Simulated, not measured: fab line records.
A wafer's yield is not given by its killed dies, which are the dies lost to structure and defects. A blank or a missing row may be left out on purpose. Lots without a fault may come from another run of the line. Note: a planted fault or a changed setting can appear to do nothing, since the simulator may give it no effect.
fab line records	flow nand-harc
record lots=5	wafers=15	last-day=34
route steps=1302 shown P_GATE@118 END@1302
lots untouched by any fault: they come from a run of this same line in which no faults occurred
start-h: start of the lot's first displayed wafer, in hours after the record's first day	wait-h: hours from the lot's prior step to this one	" as in the row above	L1.1+2: a single row standing in for several wafers	- no value present, or no start provided	* or withheld: withheld	< > ~ a bound
route shown NAME@n: a module of which the file shows steps, and the number in the route of the first	usual: mean/standard deviation taken from wafers without a fault	same: alike in all rows	chamber/n: place in a boat	sites: the reading at each site	_std_site: standard deviation of those values	_edge_site: mean of outer sites minus mean of inner sites	radius-mm: for every site, how far away it sits from the centre of the wafer	mask NAME#n: copy n	behind: the last tool/chamber to shape the wafer	hold: reason for holding the lot/hours on hold/outcome of the hold	device: the n, p or np transistor that did not switch	end of line: the same wafers' tests at the end of the route	where a step has no rows: the recipe by itself	killed: dies lost to structure and defects at the first sort, not the wafer's yield	map: a wafer's dies, x killed, . not, _ none there
set.NAME: the setting that was run; set.NAME@STEP: the one run at that earlier step	model.NAME: the simulator's own value behind a step, which no gauge read
certain route steps with their lots: each step a table, each wafer a row
services: when a tool's chamber went out of use (start-h, in hours from the record's first day, below 0 if earlier), for how many hours, and the reason
## steps
# step NHARC_P_GATE_EBR_07
# step NHARC_P_GATE_EXPOSE_08
# recipe na=0.6	dose-mj=16.75	mask-id=P_HV
# step NHARC_P_GATE_PEB_09
# recipe peb-temp-c=118	peb-time-s=85
# step NHARC_P_GATE_DEVELOP_10
# recipe time-s=70
# step NHARC_P_GATE_CD_MEAS_11
# recipe target-cd-nm=1640	landing-energy-ev=500
# usual cd-nm=1639.6/1.5
lot.wafer	tool	chamber	start-h	wait-h	cd-nm
L234.1	cd-sem-02	0	91.56	-	1642.0
L234.4	"	0	"	"	1637.7
L234.6	"	0	"	"	1641.9
L235.2	cd-sem-02	0	96.89	-	1638.1
L235.3	"	0	"	"	1637.9
L235.5	"	0	"	"	1640.0
L239.3	cd-sem-03	0	134.04	-	1638.9
L239.5	"	0	"	"	1637.3
L239.6	"	0	"	"	1639.8
L247.2	cd-sem-01	0	215.37	-	1639.6
L247.4	"	0	"	"	1641.3
L247.6	"	0	"	"	1636.7
L257.1	cd-sem-02	0	313.47	-	1637.8
L257.2	"	0	"	"	1639.1
L257.4	"	0	"	"	1638.8
# step NHARC_P_GATE_HARDBAKE_12
# recipe temp-c=125	time-s=80
# step NHARC_P_GATE_DESCUM_13
# recipe time-s=3	o2-flow-sccm=200	ar-flow-sccm=0	bias-power-w=0	chemistry=O2
# usual chamber-pressure-mTorr=60.00/0.055	drypump-motor-current-A=5.7/0.5	oes-product-au=1.000/0.01	rf-vpp-V=57.7/0.92	showerhead-plenum-p-Torr=1.91/0.079	throttle-valve-pct=11.311/0.0088
lot.wafer	tool	chamber	start-h	wait-h	chamber-pressure-mTorr	drypump-motor-current-A	oes-product-au	rf-hours-counter-h	rf-vpp-V	showerhead-plenum-p-Torr	throttle-valve-pct
L234.4	rie-diel-02	2	91.73	-	60.04	5.9	1.001	3.6	59.0	2.04	11.316
L234.1	"	3	"	"	60.02	5.3	1.004	3.8	57.6	1.92	11.301
L234.6	"	2	"	"	60.02	5.9	1.017	-	57.3	2.04	11.301
L235.3	rie-diel-10	2	97.04	-	60.01	6.3	1.003	0.8	58.6	1.91	11.313
L235.2	"	3	"	"	59.95	6.3	0.996	0.8	56.4	1.80	11.301
L235.5	"	2	"	"	60.09	6.4	0.994	-	56.6	1.91	11.297
L239.3	rie-diel-02	1	134.23	-	60.03	5.8	1.001	7.7	57.0	1.81	11.293
L239.5	"	2	"	"	60.04	6.0	0.998	-	59.1	2.04	11.307
L239.6	"	3	"	"	60.02	5.3	1.000	-	58.0	1.91	11.313
L247.4	rie-diel-10	3	215.54	-	60.07	6.4	1.012	8.6	56.4	1.80	11.309
L247.2	"	1	"	"	60.08	5.2	1.012	8.7	58.4	1.95	11.307
L247.6	"	2	"	"	60.09	6.4	1.009	-	57.8	1.90	11.304
L257.2	rie-diel-10	3	313.63	-	59.93	6.4	1.001	3.0	58.9	1.80	11.303
L257.1	"	1	"	"	60.03	5.2	1.009	2.9	57.1	1.95	11.303
L257.4	"	2	"	"	59.98	6.4	1.002	3.2	57.0	1.90	11.308
# step NHARC_P_GATE_ETCH_14
# recipe target-depth-a=488	chemistry=dHF	material=SiO2
# step NHARC_P_GATE_STRIP_15
# recipe time-s=780	temp-c=130	chemistry=SPM
# step NHARC_P_GATE_PRECLEAN_71
# recipe time-s=*	temp-c=50	bath-age-min=0	chemistry=SC1
# step NHARC_P_GATE_SRD_72
# step NHARC_P_GATE_OXIDE_16
# recipe target-thk-a=30	temp-c=875	ox-time-s=392	material=SiO2
# step NHARC_P_GATE_CVD_17
# recipe target-thk-a=1500	temp-c=620	time-s=900	material=poly-Si
# usual spike-tc-lower-C=619.8/1.1
lot.wafer	tool	chamber	start-h	wait-h	spike-tc-lower-C
L234.1	lpcvd-poly-01	0	101.94	2.7	619.8
L234.4	"	0	"	"	619.3
L234.6	"	0	"	"	618.6
L235.2	lpcvd-poly-03	0	106.88	2.7	620.7
L235.3	"	0	"	"	620.6
L235.5	"	0	"	"	618.8
L239.3	lpcvd-poly-01	0	148.23	2.7	616.9
L239.5	"	0	"	"	619.0
L239.6	"	0	"	"	617.1
L247.2	lpcvd-poly-04	0	225.33	2.6	619.7
L247.4	"	0	"	"	618.6
L247.6	"	0	"	"	619.9
L257.1	lpcvd-poly-01	0	326.33	2.7	617.8
L257.2	"	0	"	"	620.0
L257.4	"	0	"	"	620.3
# step NHARC_P_GATE_HM_DEP_102
# recipe target-thk-a=1200	temp-c=400	material=aC
# usual throttle-valve-pct=35.001/0.0087
lot.wafer	tool	chamber	start-h	wait-h	throttle-valve-pct
L234.1	acl-dep-03	0	105.77	1.6	35.011
L234.4	"	0	"	"	35.001
L234.6	"	0	"	"	34.992
L235.2	acl-dep-02	0	111.69	2.5	34.984
L235.3	"	0	"	"	34.990
L235.5	"	0	"	"	35.008
L239.3	acl-dep-02	0	154.26	3.8	35.000
L239.5	"	0	"	"	35.013
L239.6	"	0	"	"	34.994
L247.2	acl-dep-02	0	230.27	2.7	35.003
L247.4	"	0	"	"	35.005
L247.6	"	0	"	"	35.002
L257.1	acl-dep-03	0	328.94	0.4	35.009
L257.2	"	0	"	"	34.983
L257.4	"	0	"	"	34.990
# step NHARC_P_GATE_DEP_103
# recipe target-thk-a=300	target-thk-nm=30	temp-c=400	flow-sccm=200	rf-w=350	material=SiON
# usual heater-power-w=808/120
lot.wafer	tool	chamber	start-h	wait-h	heater-power-w
L234.1	pecvd-01	1	106.49	0.6	792
L234.4	"	2	"	"	887
L234.6	"	1	"	"	799
L235.3	pecvd-04	0	112.26	0.4	814
L235.2	"	1	"	"	678
L235.5	"	0	"	"	815
L239.3	pecvd-04	1	154.77	0.4	654
L239.6	"	2	"	"	681
L239.5	"	1	"	"	656
L247.2	pecvd-01	0	230.85	0.5	695
L247.4	"	0	"	"	675
L247.6	"	1	"	"	826
L257.1	pecvd-01	0	329.60	0.6	691
L257.2	"	1	"	"	720
L257.4	"	2	"	"	924
# step NHARC_P_GATE_DEHYDRATE_18
# recipe temp-c=150	time-s=120
# step NHARC_P_GATE_HMDS_19
# recipe time-s=30
# step NHARC_P_GATE_COAT_20
# recipe spin-rpm=1500	resist-thk-nm=90
# step NHARC_P_GATE_SOFTBAKE_21
# recipe temp-c=105	time-s=55
# step NHARC_P_GATE_EBR_22
# step NHARC_P_GATE_EXPOSE_23
# recipe na=1.35	target-cd-nm=120	dose-mj=93.91	mask-id=P_GATE
# step NHARC_P_GATE_PEB_24
# recipe peb-temp-c=100	peb-time-s=65
# step NHARC_P_GATE_DEVELOP_25
# recipe develop-time-s=35	dev-temp-c=23
# step NHARC_P_GATE_CD_MEAS_26
# recipe target-cd-nm=120	landing-energy-ev=500
# usual cd-nm=120.0/0.65
lot.wafer	tool	chamber	start-h	wait-h	cd-nm
L234.1	cd-sem-03	0	107.12	-	118.9
L234.4	"	0	"	"	119.7
L234.6	"	0	"	"	119.9
L235.2	cd-sem-03	0	112.92	-	119.9
L235.3	"	0	"	"	120.8
L235.5	"	0	"	"	119.7
L239.3	cd-sem-03	0	155.39	-	119.6
L239.5	"	0	"	"	119.5
L239.6	"	0	"	"	120.0
L247.2	cd-sem-03	0	231.51	-	120.6
L247.4	"	0	"	"	120.6
L247.6	"	0	"	"	119.7
L257.1	cd-sem-03	0	330.28	-	120.4
L257.2	"	0	"	"	119.7
L257.4	"	0	"	"	120.6
# step NHARC_P_GATE_OVL_MEAS_27
# usual overlay-x-nm=-0.3/0.92	overlay-y-nm=0.0/0.91
lot.wafer	tool	chamber	start-h	wait-h	overlay-x-nm	overlay-y-nm
L234.1	overlay-01	-	107.21	-	-0.8	0.0
L234.4	"	-	"	"	-0.7	0.2
L234.6	"	-	"	"	-1.6	0.0
L235.2	overlay-01	-	113.00	-	-0.2	0.3
L235.3	"	-	"	"	-0.1	0.1
L235.5	"	-	"	"	-0.1	0.3
L239.3	overlay-01	-	155.48	-	-2.3	-1.6
L239.5	"	-	"	"	-1.8	-1.3
L239.6	"	-	"	"	-2.1	-1.3
L247.2	overlay-02	-	231.60	-	-0.1	-0.4
L247.4	"	-	"	"	-0.7	-0.2
L247.6	"	-	"	"	-0.5	-0.5
L257.1	overlay-01	-	330.37	-	-1.6	-0.3
L257.2	"	-	"	"	-1.6	-0.2
L257.4	"	-	"	"	-1.4	0.0
# step NHARC_P_GATE_INSPECT_28
# usual raw-defect-count=5.8/2.8
lot.wafer	tool	chamber	start-h	wait-h	raw-defect-count
L234.1	defect-inspect-02	-	107.25	0.0	6
L234.4	"	-	"	"	2
L234.6	"	-	"	"	4
L235.2	defect-inspect-02	-	113.04	0.0	4
L235.3	"	-	"	"	3
L235.5	"	-	"	"	2
L239.3	defect-inspect-01	-	155.51	0.0	19
L239.5	"	-	"	"	20
L239.6	"	-	"	"	22
L247.2	defect-inspect-01	-	231.64	0.0	15
L247.4	"	-	"	"	6
L247.6	"	-	"	"	6
L257.1	defect-inspect-02	-	330.41	0.0	6
L257.2	"	-	"	"	6
L257.4	"	-	"	"	4
# step NHARC_P_GATE_DESCUM_31
# recipe time-s=3	o2-flow-sccm=200	ar-flow-sccm=0	bias-power-w=0	chemistry=O2
# usual chamber-pressure-mTorr=60.00/0.052	drypump-motor-current-A=5.7/0.47	oes-product-au=1.001/0.0087	rf-vpp-V=57.7/0.89	showerhead-plenum-p-Torr=1.91/0.081	throttle-valve-pct=11.310/0.0089
lot.wafer	tool	chamber	start-h	wait-h	chamber-pressure-mTorr	drypump-motor-current-A	oes-product-au	rf-hours-counter-h	rf-vpp-V	showerhead-plenum-p-Torr	throttle-valve-pct
L234.1	rie-diel-06	3	107.31	0.1	59.86	6.2	1.004	5	58.0	1.97	11.326
L234.4	"	2	"	"	59.91	5.2	1.000	6	57.2	1.78	11.305
L234.6	"	0	"	"	59.99	5.9	1.012	-	57.8	1.95	11.311
L235.3	rie-diel-02	3	113.11	0.1	59.97	5.3	0.997	6	57.5	1.91	11.315
L235.2	"	1	"	"	60.05	5.9	1.003	7	58.9	1.81	11.311
L235.5	"	1	"	"	60.00	5.8	1.015	-	56.4	1.81	11.314
L239.3	rie-diel-06	0	155.57	0.1	59.97	5.9	0.993	0	57.6	1.95	11.318
L239.6	"	0	"	"	59.97	5.9	0.988	-	57.3	1.95	11.312
L239.5	"	1	"	"	60.04	5.1	0.999	-	58.0	1.97	11.317
L247.2	rie-diel-10	3	231.70	0.1	59.99	6.4	1.010	9	57.9	1.80	11.314
L247.4	"	2	"	"	59.99	6.4	1.001	8	55.4	1.90	11.309
L247.6	"	0	"	"	60.02	5.7	1.003	-	58.1	1.84	11.307
L257.1	rie-diel-10	2	330.48	0.1	59.94	6.4	0.999	5	57.2	1.90	11.315
L257.4	"	3	"	"	60.00	6.4	1.004	4	58.2	1.79	11.305
L257.2	"	0	"	"	60.00	5.7	0.996	4	57.2	1.84	11.309
# step NHARC_END_SORT_01
# recipe temp-c=25
# usual killed-at-array=56/21	killed-at-other=0.8/1	killed-at-periphery=3.6/2.8	killed-dies=60/20	killed-open=3.2/1.9	killed-short=2.4/1.6
# same gross-dies=677
lot.wafer	tool	chamber	start-h	wait-h	killed-at-array	killed-at-other	killed-at-periphery	killed-dies	killed-open	killed-short
L234.1	prober-02	0	574.51	2.5	87	0	7	94	5	2
L234.4	prober-02	0	576.96	3.4	106	1	3	110	2	2
L234.6	prober-02	0	578.59	4.1	80	0	3	83	5	3
L239.3	prober-02	0	633.20	3.1	56	0	15	71	3	1
L239.5	prober-02	0	634.80	3.7	60	1	12	73	6	4
L239.6	prober-02	0	635.60	4.0	57	0	11	68	5	5
L247.2	prober-01	0	697.46	2.8	73	1	6	80	6	0
L247.4	prober-01	0	699.08	3.4	77	0	1	78	4	1
L247.6	prober-01	0	700.70	4.0	79	3	0	82	3	2
# killed by level:class
L234.1 A_CHANNEL_HOLE_D2:chamber-film-flake=27 A_SLIT:chamber-film-flake=23 A_CHANNEL_HOLE_D1:chamber-film-flake=21 A_STAIRCASE:chamber-film-flake=5 P_M2:chamber-film-flake=4 P_M1:chamber-film-flake=2 A_SGD_CUT:chamber-film-flake=2 A_CONTACT:chamber-film-flake=2
L234.4 A_CHANNEL_HOLE_D2:chamber-film-flake=36 A_CHANNEL_HOLE_D1:chamber-film-flake=35 A_SLIT:chamber-film-flake=20 A_WL_FILL:chamber-film-flake=4 P_M2:chamber-film-flake=2 A_DECK1_JOINT:chamber-film-flake=2 A_STAIRCASE:chamber-film-flake=2 A_CONTACT:chamber-film-flake=2
L234.6 A_CHANNEL_HOLE_D2:chamber-film-flake=30 A_CHANNEL_HOLE_D1:chamber-film-flake=19 A_SLIT:chamber-film-flake=18 A_CHANNEL_FILL_D1:chamber-film-flake=2 A_STAIRCASE:chamber-film-flake=2 A_CONTACT:chamber-film-flake=2 P_GATE:geometric-particle:open=1 P_CONTACT:geometric-particle:open=1
L239.3 A_CHANNEL_HOLE_D2:chamber-film-flake=36 P_GATE:unspecified=10 A_CHANNEL_FILL_D2:chamber-film-flake=4 P_STI:chamber-film-flake=3 A_CHANNEL_HOLE_D1:chamber-film-flake=3 A_STAIRCASE:chamber-film-flake=3 A_CONTACT:chamber-film-flake=3 A_WL_FILL:chamber-film-flake=2
L239.5 A_CHANNEL_HOLE_D2:chamber-film-flake=40 P_GATE:unspecified=10 A_CHANNEL_HOLE_D1:chamber-film-flake=3 A_DECK1_JOINT:geometric-particle:open=2 A_DECK1_JOINT:geometric-particle:short=2 A_CHANNEL_FILL_D2:chamber-film-flake=2 A_WL_FILL:chamber-film-flake=2 P_GATE:geometric-particle:open=1
L239.6 A_CHANNEL_HOLE_D2:chamber-film-flake=35 P_GATE:unspecified=5 A_CHANNEL_FILL_D2:chamber-film-flake=3 A_ONON_D2:geometric-particle:short=2 A_WL_FILL:geometric-particle:short=2 A_CONTACT:geometric-particle:open=2 P_STI:chamber-film-flake=2 P_GATE:chamber-film-flake=2
L247.2 A_CHANNEL_HOLE_D1:chamber-film-flake=31 A_SLIT:chamber-film-flake=20 A_CONTACT:chamber-film-flake=8 P_STI:chamber-film-flake=3 A_CHANNEL_HOLE_D2:chamber-film-flake=3 A_STAIRCASE:chamber-film-flake=3 A_WL_FILL:chamber-film-flake=3 A_ONON_D1:geometric-particle:open=2
L247.4 A_CHANNEL_HOLE_D1:chamber-film-flake=30 A_SLIT:chamber-film-flake=20 A_CONTACT:chamber-film-flake=9 A_CHANNEL_HOLE_D2:chamber-film-flake=8 A_STAIRCASE:chamber-film-flake=4 A_CHANNEL_FILL_D1:geometric-particle:open=2 A_CHANNEL_FILL_D2:geometric-particle:open=1 A_SGD_CUT:geometric-particle:short=1
L247.6 A_SLIT:chamber-film-flake=35 A_CHANNEL_HOLE_D1:chamber-film-flake=28 A_CONTACT:chamber-film-flake=7 STARTING-WAFER:geometric-particle:open=2 A_STAIRCASE:chamber-film-flake=2 A_WL_FILL:chamber-film-flake=2 A_SOURCE_PLATE:geometric-particle:open=1 A_ONON_D1:geometric-particle:short=1
## services
tool	chamber	start-h	hours	kind
rie-diel-10	3	73.78	2.7	repair
rie-diel-06	3	79.19	15.9	repair
pecvd-04	-	88.00	13.0	pm
rie-diel-02	0	109.07	7.3	repair
acl-dep-03	-	120.18	13.0	pm
pecvd-01	-	130.16	13.0	pm
rie-diel-06	-	130.20	9.0	pm
pecvd-01	-	146.25	0.4	repair
rie-diel-10	2	159.56	16.5	repair
pecvd-04	2	164.17	3.9	repair
rie-diel-10	1	170.50	2.6	repair
rie-diel-06	3	182.51	5.0	repair
rie-diel-02	1	190.69	22.9	repair
rie-diel-06	2	192.54	2.5	repair
rie-diel-02	0	192.58	42.1	repair
rie-diel-02	-	216.85	9.0	pm
pecvd-01	-	217.51	0.4	repair
rie-diel-10	-	232.16	0.1	repair
rie-diel-10	-	242.50	9.0	pm
acl-dep-02	-	244.09	13.0	pm
pecvd-01	0	270.38	3.7	repair
lpcvd-poly-01	-	281.53	8.5	repair
pecvd-01	-	283.03	2.5	repair
pecvd-01	-	311.34	13.0	pm
## key
first-sign step=NHARC_P_GATE_INSPECT_28	reading=raw-defect-count	direction=up	sigmas=5.1	usual=5.8	struck=20.3
effect step=NHARC_END_SORT_01	reading=killed-at-periphery	direction=up	sigmas=3.3	usual=3.6	struck=12.7
met-at NHARC_P_GATE_CVD_17
struck-wafers L239.3,L239.5,L239.6
tester-left-out L239
onset-between 101.94 148.23
also-fits NHARC_P_GATE_DESCUM_13:rie-diel-02,NHARC_P_GATE_DEP_103:pecvd-04
fault kind=chamber-particle-source	tool=lpcvd-poly-01	chamber=0	onset-h=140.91	steps=NHARC_P_GATE_CVD_17	rate-per-visit-cm2=0.018292	end-h=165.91
# tester-left-out: of these lots the tester's yield and bins aren't shown, on N5 and GAA mostly nor the transistor test; their killed dies are dies lost to structure and defects alone, not to doping, threshold or leakage, so they don't give the yield
